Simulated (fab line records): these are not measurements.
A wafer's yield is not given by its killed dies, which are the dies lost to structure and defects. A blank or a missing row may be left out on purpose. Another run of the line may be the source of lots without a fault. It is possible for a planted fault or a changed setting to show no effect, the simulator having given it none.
A struck lot beside a sound one ; flow n5-finfet ; 41 steps out of a route of 1938
Sound: the wafers L705.2, L705.5, L705.6. Wafers struck: L694.2, L694.4, L694.5. The cause is given at the end.
Per side, at each step with rows, come the tool, then ch with its chambers, and then its first start. Under that, the readings that differ: sound wafers ; struck wafers ; difference of the means ; sigmas: that difference in standard deviations of wafers without a fault.
alike: readings with means less than 2 such deviations apart, plus words and numbers identical on both sides. not compared: withheld readings, readings lacking a value on some wafer, bounds such as >300 that could conceal the same value, and numbers that have no deviation in the record and whose values overlap.
The two part at a step that has a row with sigmas, a row that says differs or no value, or rows on one side only. Numbers that have no deviation but don't overlap get no sigmas and don't part them. A reading that every wafer of one side lacks parts them only if that side has two wafers or more.

first, 10 steps without rows for these wafers: N5_DUMMY_GATE_TRIM_49 (chemistry O2, time 29 s, target cd 14 nm); N5_DUMMY_GATE_STRIP_40 (strips in CF4); N5_DUMMY_GATE_ETCH_31 (etches SiO2 in C4F6/O2, target depth 82.5 nm, time 27.5 s); N5_DUMMY_GATE_STRIP_41 (strips in O2); N5_DUMMY_GATE_HM_OPEN_21 (chemistry CH3F/O2, target SiNx, target depth 120 nm, time 171.4 s); N5_DUMMY_GATE_ETCH_32 (etches SiO2 in CF4, target depth 3.5 nm, time 3.9 s); N5_DUMMY_GATE_ETCH_23 (etches poly-Si in HBr/Cl2/O2, target depth 41 nm, time 22.3 s); N5_DUMMY_GATE_ETCH_44 (etches poly-Si in HBr/O2, stops on SiO2, target depth 127.5 nm); N5_DUMMY_GATE_ETCH_42 (etches SiO2 in CHF3/O2, target depth 3.5 nm, time 31 s); N5_DUMMY_GATE_STRIP_48 (strips in N2/H2, time 20 s).
N5_DUMMY_GATE_PRECLEAN_33: cleans in dHF, time 10 s.
  sound on wet-bench-06 ch 1,4,5, day 7 13:55; struck on wet-bench-03 ch 3,4,5, day 4 20:07
  alike: temp-c
then, 4 steps without rows for these wafers: N5_DUMMY_GATE_PRECLEAN_25 (cleans in O3/DIW, time 45 s); N5_DUMMY_GATE_PRECLEAN_51 (cleans in SC2, time 45 s); N5_DUMMY_GATE_SRD_26 (time 30 s); N5_DUMMY_GATE_UV_OZONE_45 (time 120 s).
N5_DUMMY_GATE_INSPECT_27: inspects for defects (brightfield).
  sound: defect-inspect-01 at day 7 14:01; struck: defect-inspect-02 at day 4 20:13
reading;sound;struck;difference;sigmas
raw-defect-count;473 334 457;1394 1241 1239;+870;+12
then, 3 steps without rows for these wafers: N5_SPACER0_ALD_07 (deposits SiNx, target thk 2 nm); N5_SPACER0_ALD_00 (deposits SiOCN, target thk 3.5 nm, pulse time 3 s, purge time 2 s); N5_SPACER0_ALD_08 (deposits SiNx, target thk 2 nm).
N5_SPACER0_INSPECT_04: inspects for defects (darkfield).
  sound: defect-inspect-02 at day 7 14:37; struck: defect-inspect-02 at day 4 21:44
reading;sound;struck;difference;sigmas
raw-defect-count;180 137 201;1192 1136 1101;+970;+29
then, 8 steps without rows for these wafers: N5_SD_EPI_N_COAT_32 (time 60 s, resist thk 350 nm); N5_SD_EPI_N_COAT_33 (time 60 s, resist thk 35 nm); N5_SD_EPI_N_COAT_03 (resist thk 150 nm); N5_SD_EPI_N_EBR_05; N5_SD_EPI_N_SOFTBAKE_04 (time 60 s); N5_SD_EPI_N_EXPOSE_06 (exposes mask SD N BLK, target cd 120 nm); N5_SD_EPI_N_PEB_07 (peb time 60 s); N5_SD_EPI_N_DEVELOP_08 (develop time 30 s).
N5_SD_EPI_N_INSPECT_11: inspects for defects (macro).
  sound: defect-inspect-02 at day 7 14:57; struck: defect-inspect-02 at day 4 22:11
reading;sound;struck;difference;sigmas
raw-defect-count;2 2 2;>300 >300 >300;differs;
then, 9 steps without rows for these wafers: N5_SD_EPI_N_DESCUM_14 (chemistry O2, time 7.9 s); N5_SD_EPI_N_ETCH_34 (etches SiARC in CF4, target depth 45.5 nm, time 75.8 s); N5_SD_EPI_N_ETCH_35 (etches SOC in N2/H2, overetch 108 nm, time 486 s); N5_SD_EPI_N_STRIP_36 (strips in N2/H2); N5_SD_EPI_N_ETCHBACK_44 (etches SiNx in CH3F/O2, stops on SiO2, target depth 14.5 nm); N5_SD_EPI_N_ETCH_45 (etches SiOCN in CH3F/O2, target depth 6 nm); N5_SD_EPI_N_ETCH_16 (etches SiO2 in CHF3/O2, target depth 5 nm); N5_SD_EPI_N_STRIP_47 (strips in CHF3/O2); N5_SD_EPI_N_SD_RECESS_17 (chemistry HBr/Cl2/O2, target depth 41 nm, time 23.7 s, bt time 3 s).
N5_SD_EPI_N_INSPECT_26: inspects for defects (darkfield).
  sound: defect-inspect-01 at day 7 19:38; struck: defect-inspect-01 at day 5 03:03
reading;sound;struck;difference;sigmas
raw-defect-count;241 269 279;1305 1250 1176;+981;+21
-- a jump in the record: the struck wafers' starts before and after are 5 days apart (it breaks off in module SD_EPI_N and resumes in module BEOL_M4, where the first step shown is number 1111 of the route) --
N5_BEOL_M4_RC_MEAS_101:
  sound on prober-02 ch 0, day 13 17:00; struck on prober-01 ch 0, day 10 09:18
reading;sound;struck;difference;sigmas
DIBL_N (mV/V);33.9 37.0 36.4;38.7 39.8 38.5;+3.2;+2
DIBL_P (mV/V);33.1 37.2 36.3;39.2 40.6 39.1;+4.1;+3
IOFF_N (nA/um);0.117 0.179 0.162;0.197 0.211 0.194;+0.048;+2
IOFF_P (nA/um);0.160 0.223 0.204;0.247 0.274 0.235;+0.056;+2
SS_N (mV/dec);70.7 71.1 71.5;71.8 72.0 72.7;+1.1;+2
  alike: ION_N, ION_P, SS_P, VT_N, VT_P
-- a jump in the record: the struck wafers' starts before and after are 4 days apart (it breaks off in module BEOL_M4 and resumes in module PASSIVATION, where the first step shown is number 1936 of the route) --
N5_PASSIVATION_PROBE_49:
  rows exist in the record for the struck wafers here (prober-01, day 14 20:13), but not for the sound ones

## WHERE THEY PART
Last at N5_PASSIVATION_PROBE_49 as far as this record goes, first at N5_DUMMY_GATE_INSPECT_27.

WHY: the cause the simulator had injected
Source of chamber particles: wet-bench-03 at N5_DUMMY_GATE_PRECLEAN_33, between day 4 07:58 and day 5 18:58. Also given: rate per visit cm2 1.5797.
